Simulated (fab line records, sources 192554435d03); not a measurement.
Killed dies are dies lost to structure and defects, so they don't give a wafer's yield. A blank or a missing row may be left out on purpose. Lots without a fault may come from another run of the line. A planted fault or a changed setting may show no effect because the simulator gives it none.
Which tool did it? | flow n5_finfet | 12 lots, 36 wafers sampled, at 3 steps of a route of 1938

WHAT THE GAUGES READ, wafer by wafer
N5_BEOL_M5_CD_MEAS_28: target cd 30.6 nm, target cd y 20 nm.
lot  | measured     | on        | cd_nm (nm)
L075 | day 9 04:21  | cd_sem-01 | 30.47 30.61 30.56
L076 | day 9 07:22  | cd_sem-03 | 30.48 30.90 30.50
L080 | day 9 21:51  | cd_sem-01 | 30.35 30.71 30.74
L079 | day 10 04:35 | cd_sem-01 | 30.78 30.32 30.91
L082 | day 10 08:52 | cd_sem-03 | 30.51 31.22 30.76
L085 | day 11 08:20 | cd_sem-01 | 30.58 30.27 30.30
L088 | day 11 18:31 | cd_sem-02 | 31.10 30.39 30.87
L089 | day 12 09:05 | cd_sem-01 | 30.60 30.45 30.77
L090 | day 12 17:29 | cd_sem-03 | 30.63 30.46 30.44
L093 | day 12 23:46 | cd_sem-02 | 30.36 30.59 30.43
L095 | day 14 06:44 | cd_sem-01 | 30.73 30.92 30.53
L096 | day 15 10:05 | cd_sem-02 | 30.12 30.14 30.44

WHICH TOOL RAN EACH LOT (tool, then ch and the chambers of the sampled wafers, then the start)
lot  | N5_BEOL_M5_CURE_79            | N5_BEOL_M5_STRIP_19
L075 | uv_cure-03 ch 2, day 9 00:50  | rie_diel-05 ch 0,3, day 9 03:19
L076 | uv_cure-03 ch 1, day 9 03:58  | rie_diel-05 ch 0,1,2, day 9 06:13
L080 | uv_cure-02 ch 2, day 9 17:58  | rie_diel-02 ch 0,1,3, day 9 20:38
L079 | uv_cure-03 ch 0, day 10 00:46 | rie_diel-02 ch 1,3, day 10 03:59
L082 | uv_cure-03 ch 1, day 10 03:50 | rie_diel-05 ch 1,2, day 10 07:16
L085 | uv_cure-02 ch 2, day 11 03:35 | rie_diel-05 ch 0,2, day 11 05:32
L088 | uv_cure-01 ch 0, day 11 14:36 | rie_diel-02 ch 0,1,3, day 11 17:20
L089 | uv_cure-03 ch 1, day 12 06:51 | rie_diel-04 ch 1,2, day 12 08:39
L090 | uv_cure-01 ch 0, day 12 11:01 | rie_diel-04 ch 0,1,3, day 12 16:58
L093 | uv_cure-02 ch 2, day 12 19:50 | rie_diel-04 ch 0,2,3, day 12 22:27
L095 | uv_cure-03 ch 1, day 14 03:23 | rie_diel-05 ch 0,2, day 14 05:30
L096 | uv_cure-02 ch 2, day 15 05:46 | rie_diel-04 ch 0,1,3, day 15 08:21
- N5_BEOL_M5_CURE_79: cures SiCOH lowk, time 240 s.
- N5_BEOL_M5_STRIP_19: strips in O2.

THE ANSWER, worked out from the rows above alone
Rule: what is usual is taken from the lots themselves. Put in order of their means at a reading, lots are off if they are a third of the lots or fewer, leave a main group of 4 or more, and stand apart from it by a gap of 3 or more times the standard deviation of the main group's means; of several such gaps the widest counts. A main group whose means are all the same, to the digits that the tables above print for the reading, isn't used. A lot without any number at a reading at which 4 lots or more have one is off too. The other lots that the step has rows for count as sound.
No lot is off at any reading shown: from this, nothing can be told.

WHAT THE SIMULATOR HAD PUT IN
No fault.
